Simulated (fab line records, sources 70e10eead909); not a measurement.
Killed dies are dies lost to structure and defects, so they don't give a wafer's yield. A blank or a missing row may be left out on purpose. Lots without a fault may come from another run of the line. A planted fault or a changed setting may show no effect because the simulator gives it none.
Which tool did it? | flow nand_harc | 12 lots, 36 wafers sampled, at 7 steps of a route of 1302

WHAT THE GAUGES READ, wafer by wafer
NHARC_P_ZERO_WELL_INSPECT_43.
lot  | measured     | on                | raw_defect_count
L982 | day 2 03:31  | defect_inspect-01 | 16 23 16
L984 | day 3 02:07  | defect_inspect-01 | 11 11 16
L987 | day 4 05:44  | defect_inspect-02 | 13 20 23
L988 | day 4 15:25  | defect_inspect-02 | 14 12 12
L989 | day 5 02:10  | defect_inspect-02 | 13 23 8
L990 | day 5 11:50  | defect_inspect-02 | 12 7 11
L994 | day 7 03:27  | defect_inspect-01 | 15 9 14
L997 | day 8 10:05  | defect_inspect-01 | 8 11 15
L998 | day 8 22:09  | defect_inspect-01 | 4 8 10
L999 | day 9 05:47  | defect_inspect-02 | 11 8 9
L100 | day 9 15:30  | defect_inspect-02 | 14 5 10
L105 | day 11 17:41 | defect_inspect-02 | 19 28 31

NHARC_P_GATE_INSPECT_28.
lot  | measured     | on                | raw_defect_count
L982 | day 5 00:38  | defect_inspect-02 | 5 7 8
L984 | day 6 01:08  | defect_inspect-01 | 8 4 6
L987 | day 7 01:20  | defect_inspect-01 | 4 5 5
L988 | day 7 12:49  | defect_inspect-02 | 7 3 7
L989 | day 7 17:35  | defect_inspect-02 | 6 6 5
L990 | day 8 05:33  | defect_inspect-02 | 3 5 9
L994 | day 10 01:47 | defect_inspect-02 | 1 8 12
L997 | day 11 04:39 | defect_inspect-02 | 774 710 767
L998 | day 11 21:19 | defect_inspect-02 | 735 733 678
L999 | day 12 06:43 | defect_inspect-01 | 7 8 13
L100 | day 12 08:53 | defect_inspect-01 | 5 13 6
L105 | day 14 20:47 | defect_inspect-01 | 11 1 7

NHARC_P_GATE_INSPECT_68.
lot  | measured     | on                | raw_defect_count
L982 | day 5 18:58  | defect_inspect-02 | 126 72 105
L984 | day 6 19:21  | defect_inspect-02 | 183 250 108
L987 | day 7 19:58  | defect_inspect-01 | 153 162 214
L988 | day 8 07:08  | defect_inspect-02 | 168 130 119
L989 | day 8 12:05  | defect_inspect-02 | 276 293 158
L990 | day 9 02:04  | defect_inspect-01 | 266 450 258
L994 | day 10 21:05 | defect_inspect-02 | 190 150 147
L997 | day 11 22:58 | defect_inspect-02 | 872 850 888
L998 | day 12 17:29 | defect_inspect-01 | 960 833 930
L999 | day 13 01:07 | defect_inspect-02 | 132 152 161
L100 | day 13 03:02 | defect_inspect-02 | 116 86 96
L105 | day 15 15:11 | defect_inspect-01 | 140 151 117

NHARC_END_SORT_01.
lot  | measured     | on        | killed_at_array | killed_at_other | killed_at_periphery | killed_dies | killed_open | killed_short
L997 | day 30 21:44 | prober-02 | 73 52 75        | 0 0 1           | 58 100 52           | 131 152 128 | 2 3 3       | 2 4 7
L998 | day 31 12:55 | prober-01 | 41 32 40        | 2 1 1           | 95 97 48            | 138 130 89  | 3 4 5       | 0 2 4

WHICH TOOL RAN EACH LOT (tool, then ch and the chambers of the sampled wafers, then the start)
lot  | NHARC_P_STI_ETCH_31                           | NHARC_P_GATE_HM_DEP_102       | NHARC_P_GATE_DEP_103
L982 | rie_diel-06 ch 0,2,3, day 4 23:16 or earlier  | acl_dep-02 ch 0, day 4 23:16  | pecvd-02 ch 0,1,2, day 4 23:50
L984 | rie_diel-04 ch 1,3, day 5 23:46 or earlier    | acl_dep-02 ch 0, day 5 23:46  | pecvd-04 ch 0,2, day 6 00:21
L987 | rie_diel-06 ch 0,2,3, day 6 23:49 or earlier  | acl_dep-03 ch 0, day 6 23:49  | pecvd-01 ch 0,2, day 7 00:32
L988 | rie_diel-07 ch 1,2,3, day 7 11:40 or earlier  | acl_dep-02 ch 0, day 7 11:40  | pecvd-04 ch 0,1,2, day 7 12:11
L989 | rie_diel-06 ch 2,3, day 7 16:15 or earlier    | acl_dep-02 ch 0, day 7 16:15  | pecvd-02 ch 0,1,2, day 7 16:55
L990 | rie_diel-06 ch 0,1,2, day 8 04:11 or earlier  | acl_dep-01 ch 0, day 8 04:11  | pecvd-04 ch 1,2, day 8 04:45
L994 | rie_diel-06 ch 1,2,3, day 10 00:46 or earlier | acl_dep-02 ch 0, day 10 00:46 | pecvd-02 ch 0,1,2, day 10 01:11
L997 | rie_diel-04 ch 0,1,3, day 11 03:25 or earlier | acl_dep-03 ch 0, day 11 03:25 | pecvd-02 ch 0,2, day 11 04:00
L998 | rie_diel-06 ch 2,3, day 11 19:51 or earlier   | acl_dep-02 ch 0, day 11 19:51 | pecvd-02 ch 0,1, day 11 20:31
L999 | rie_diel-04 ch 0,3, day 12 05:15 or earlier   | acl_dep-03 ch 0, day 12 05:15 | pecvd-01 ch 1,2, day 12 05:55
L100 | rie_diel-06 ch 0,2,3, day 12 07:08 or earlier | acl_dep-01 ch 0, day 12 07:08 | pecvd-01 ch 0,1,2, day 12 08:07
L105 | rie_diel-06 ch 1,2, day 14 19:31 or earlier   | acl_dep-03 ch 0, day 14 19:31 | pecvd-04 ch 0,1, day 14 20:02
- NHARC_P_STI_ETCH_31: etches the open film in CF4/CHF3, target depth 108.9 nm, time 54.5 s.
- NHARC_P_GATE_HM_DEP_102: deposits aC, target thk 120 nm.
- NHARC_P_GATE_DEP_103: deposits SiON, target thk 30 nm.

WHAT THE TOOLS THEMSELVES READ (means of the sampled wafers that have a number; where no wafer has one, the mark that the record gives instead)
NHARC_P_STI_ETCH_31.
lot  | tool        | drypump_motor_current_A (A) | oes_product_au (a.u.) | rf_vpp_V (V) | showerhead_plenum_p_Torr (Torr) | throttle_valve_pct (%)
L982 | rie_diel-06 | 5.8                         | 0.957                 | 370.8        | 1.56                            | 16.805
L984 | rie_diel-04 | 6.0                         | 0.969                 | 371.5        | 1.59                            | 16.798
L987 | rie_diel-06 | 5.8                         | 0.975                 | 370.4        | 1.56                            | 16.804
L988 | rie_diel-07 | 5.8                         | 0.960                 | 370.5        | 1.58                            | 16.802
L989 | rie_diel-06 | 5.6                         | 0.961                 | 369.6        | 1.53                            | 16.802
L990 | rie_diel-06 | 6.0                         | 0.961                 | 371.2        | 1.58                            | 16.799
L994 | rie_diel-06 | 5.8                         | 0.923                 | 369.8        | 1.56                            | 16.808
L997 | rie_diel-04 | 5.7                         | 0.965                 | 371.0        | 1.58                            | 16.793
L998 | rie_diel-06 | 5.8                         | 0.956                 | 368.4        | 1.51                            | 16.805
L999 | rie_diel-04 | 5.4                         | 0.959                 | 371.4        | 1.58                            | 16.796
L100 | rie_diel-06 | 5.8                         | 0.967                 | 369.8        | 1.56                            | 16.805
L105 | rie_diel-06 | 6.1                         | 0.951                 | 369.4        | 1.53                            | 16.808

NHARC_P_GATE_HM_DEP_102.
lot  | tool       | throttle_valve_pct (%)
L982 | acl_dep-02 | 34.994
L984 | acl_dep-02 | 35.000
L987 | acl_dep-03 | 34.999
L988 | acl_dep-02 | 35.003
L989 | acl_dep-02 | 35.007
L990 | acl_dep-01 | 35.007
L994 | acl_dep-02 | 35.010
L997 | acl_dep-03 | 34.996
L998 | acl_dep-02 | 34.998
L999 | acl_dep-03 | 35.009
L100 | acl_dep-01 | 34.997
L105 | acl_dep-03 | 34.999

NHARC_P_GATE_DEP_103.
lot  | tool     | heater_power_w (W)
L982 | pecvd-02 | 699
L984 | pecvd-04 | 754
L987 | pecvd-01 | 681
L988 | pecvd-04 | 755
L989 | pecvd-02 | 730
L990 | pecvd-04 | 740
L994 | pecvd-02 | 701
L997 | pecvd-02 | 635
L998 | pecvd-02 | 741
L999 | pecvd-01 | 823
L100 | pecvd-01 | 747
L105 | pecvd-04 | 732

THE ANSWER, worked out from the rows above alone
Rule: what is usual is taken from the lots themselves. Put in order of their means at a reading, lots are off if they are a third of the lots or fewer, leave a main group of 4 or more, and stand apart from it by a gap of 3 or more times the standard deviation of the main group's means; of several such gaps the widest counts. A main group whose means are all the same, to the digits that the tables above print for the reading, isn't used. A lot without any number at a reading at which 4 lots or more have one is off too. The other lots that the step has rows for count as sound. The gauges are gone through in route order, then the tools' own readings, and for those a lot's mean is taken as printed above. The first step at which some lot is off is used, and at that step the reading that is off furthest; a lot without a number counts as furthest.
Off: L997, L998, at NHARC_P_GATE_INSPECT_28 (raw_defect_count). The main group: mean 6.5, standard deviation 1.3.
A tool fits if, at a process step before that reading, it ran every lot that is off, and no sound lot after the first of them. The gauges at NHARC_P_GATE_INSPECT_28 are tried like those tools. NHARC_P_STI_ETCH_31 gives no start for some lots, so the hours and the order of its lots are those of NHARC_P_GATE_HM_DEP_102. Can't be told from this: 2 tools fit, pecvd-02 at NHARC_P_GATE_DEP_103, defect_inspect-02 at NHARC_P_GATE_INSPECT_28.

WHAT THE SIMULATOR HAD PUT IN
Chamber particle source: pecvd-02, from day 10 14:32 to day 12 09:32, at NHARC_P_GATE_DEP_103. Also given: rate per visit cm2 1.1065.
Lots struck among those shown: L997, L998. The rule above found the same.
